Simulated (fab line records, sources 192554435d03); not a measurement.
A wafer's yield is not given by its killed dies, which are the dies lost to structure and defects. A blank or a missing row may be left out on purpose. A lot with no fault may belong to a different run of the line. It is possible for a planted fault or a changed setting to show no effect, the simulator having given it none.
Matching of chambers -- flow n5Finfet -- aldSin-01 running N5_BEOL_M2_ALD_98: 4 sister chambers
The step deposits SiO2, target thk 2.5 nm, pulse time 1 s, co reactant pulse time 1 s. 7 wafers are shown with their chamber, then 8 later ones without.

WAFERS, EACH WITH ITS CHAMBER
wafer,chamber,heaterPowerW (W),precursorPulseHeightRel
L079.3,1,68,1.021
L080.6,0,70,1.021
L086.3,0,69,0.980
L085.1,3,68,1.004
L085.2,2,88,0.996
L085.5,3,70,0.992
L087.1,2,88,0.997

WAFERS WITHOUT THEIR CHAMBER
wafer,heaterPowerW (W),precursorPulseHeightRel
L087.4,69,1.000
L087.5,86,1.024
L092.1,70,0.965
L092.3,87,0.996
L092.4,69,1.003
L095.3,68,1.016
L095.5,68,1.029
L095.6,89,1.007

WHICH CHAMBER EACH ONE RAN IN
wafer,from the rows above,in truth
L087.4,can't be placed: 3 or 0 or 1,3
L087.5,2,2
L092.1,can't be placed: 0 or 3 or 1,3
L092.3,2,2
L092.4,can't be placed: 3 or 0 or 1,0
L095.3,can't be placed: 1 or 3 or 0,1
L095.5,can't be placed: 1 or 3 or 0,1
L095.6,2,2
3 of 8 placed correctly. Can't be placed from these rows: 5 (the true chamber is among the candidates in 5). Placed wrongly: 0.
How it was worked out, from the rows above alone: a wafer's distance from a chamber is the root of the sum, over the readings, of the square of ((its reading less the chamber's mean) divided by the reading's scatter). The wafer belongs to the nearest chamber; if the next one is less than 2 further off, it can't be placed. For every chamber, the mean is computed from those of its wafers that are shown. The scatter is the square root of a quotient: the sum, over the shown wafers, of each reading's squared deviation from its chamber's mean, divided by wafers minus chambers.
